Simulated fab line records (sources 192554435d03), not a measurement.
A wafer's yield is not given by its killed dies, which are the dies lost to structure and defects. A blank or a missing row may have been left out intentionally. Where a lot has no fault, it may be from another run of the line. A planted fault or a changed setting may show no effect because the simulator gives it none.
Split-lot experiment | flow n5Finfet | 21 wafers read from 7 lots, route of 1938 steps

SPLIT DETAILS
At N5_BEOL_M8_ETCH_62 (etches SOC in N2/H2, target depth 110 nm, overetch 22 nm, time 165 s), the setting biasW was moved away from the recipe's 150 W on 7 of the 21 wafers read, by -4.7% to +12.7%. This setting was run at the recipe's value on the other wafers.

The reading is taken at the split's own step.

THE READING
rfVppV, in V, at N5_BEOL_M8_ETCH_62 (etches SOC in N2/H2, target depth 110 nm, overetch 22 nm, time 165 s). A value of 524.9 V with a standard deviation of 2.3 V is what fault-free wafers of this fab line usually give.

wafer  | tool, chamber at the split | biasW as run, W | against the recipe | rfVppV, V | against lot-mates on the recipe
L074.3 | rieDiel-04, 0              | 168.5           | +12.3%             | 562.8     | +36.7
L074.5 | rieDiel-04, 0              | 150             | recipe             | 523.8     | -
L074.6 | rieDiel-04, 3              | 150             | recipe             | 528.4     | -
L075.2 | rieDiel-02, 1              | 169             | +12.7%             | 566.3     | no lot-mate on the recipe
L075.4 | rieDiel-02, 0              | 169             | +12.7%             | 569.8     | no lot-mate on the recipe
L075.6 | rieDiel-02, 1              | 169             | +12.7%             | 566.8     | no lot-mate on the recipe
L077.2 | rieDiel-02, 3              | 150             | recipe             | 522.9     | -
L077.3 | rieDiel-02, 2              | 150             | recipe             | 522.6     | -
L077.4 | rieDiel-02, 1              | 150             | recipe             | 525.6     | -
L079.1 | rieDiel-04, 2              | 150             | recipe             | 524.1     | -
L079.2 | rieDiel-04, 3              | 150             | recipe             | 527.0     | -
L079.6 | rieDiel-04, 3              | 143             | -4.7%              | 512.0     | -13.5
L085.2 | rieDiel-04, 0              | 150             | recipe             | 522.6     | -
L085.5 | rieDiel-04, 1              | 150             | recipe             | 527.5     | -
L085.6 | rieDiel-04, 0              | 150             | recipe             | 523.7     | -
L089.1 | rieDiel-04, 2              | 150             | recipe             | 524.3     | -
L089.3 | rieDiel-04, 1              | 166.2           | +10.8%             | 561.4     | +37.1
L089.6 | rieDiel-04, 2              | 166.2           | +10.8%             | 556.6     | +32.3
L097.1 | rieDiel-02, 3              | 150             | recipe             | 523.4     | -
L097.2 | rieDiel-02, 2              | 150             | recipe             | 522.9     | -
L097.4 | rieDiel-02, 0              | 150             | recipe             | 528.4     | -

THE FIT
A straight line over all 21 wafers: rfVppV changes by +3.24 V for each +1% of biasW; r = +0.99; the points scatter about the line by 2.3 V.
The same after taking each lot's own level away (the mean of its wafers on the recipe; 18 wafers): +3.1 V for each +1%; r = +0.99; scatter 2.1 V.
The reading moves by 39 V for the largest change in biasW, on that fit.
From 523.70 to 526.10 V: that is the span of the lots' own levels, equal to 1.0 times the standard deviation above.
So the lot-to-lot level changes the slope little: the two slopes agree.
Check: +39.3 V against its lot-mates is what the line predicts for one of the wafers moved furthest among these (+12.3%) when that wafer is left out of the fit. Against them it came out at +36.7 V.
Tool readings at the split's step, against how far the setting was moved: rfVppV r = +0.99.

OTHER SPLITS ON THESE WAFERS
These wafers also went through other splits before the reading. Each is held against what the fit with the lots' levels taken away leaves over:
other split on the same wafers | wafers away from the commonest value | r with rfVppV (lot level and that fit taken away)
N5_BEOL_M8_DESCUM_16 timeS     | 7                                    | +0.02

THE WHOLE CHAIN: every reading that the file lists as answering this split, in the file's order
step               | what it does                                                         | reading                                                                         | change (the file's fit)                | r (the file's)
N5_BEOL_M8_ETCH_62 | etches SOC in N2/H2, target depth 110 nm, overetch 22 nm, time 165 s | rfVppV                                                                          | +3.07 V for each +1% of the setting    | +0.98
N5_BEOL_M8_ETCH_62 | etches SOC in N2/H2, target depth 110 nm, overetch 22 nm, time 165 s | SiARC_of_BEOL_M8_COAT_60.thkNm (the simulator's own value, which no gauge read) | -0.0712 nm for each +1% of the setting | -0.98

FILE'S OWN FIT
rfVppV changes by +3.07 V for each +1% of biasW, r = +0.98.
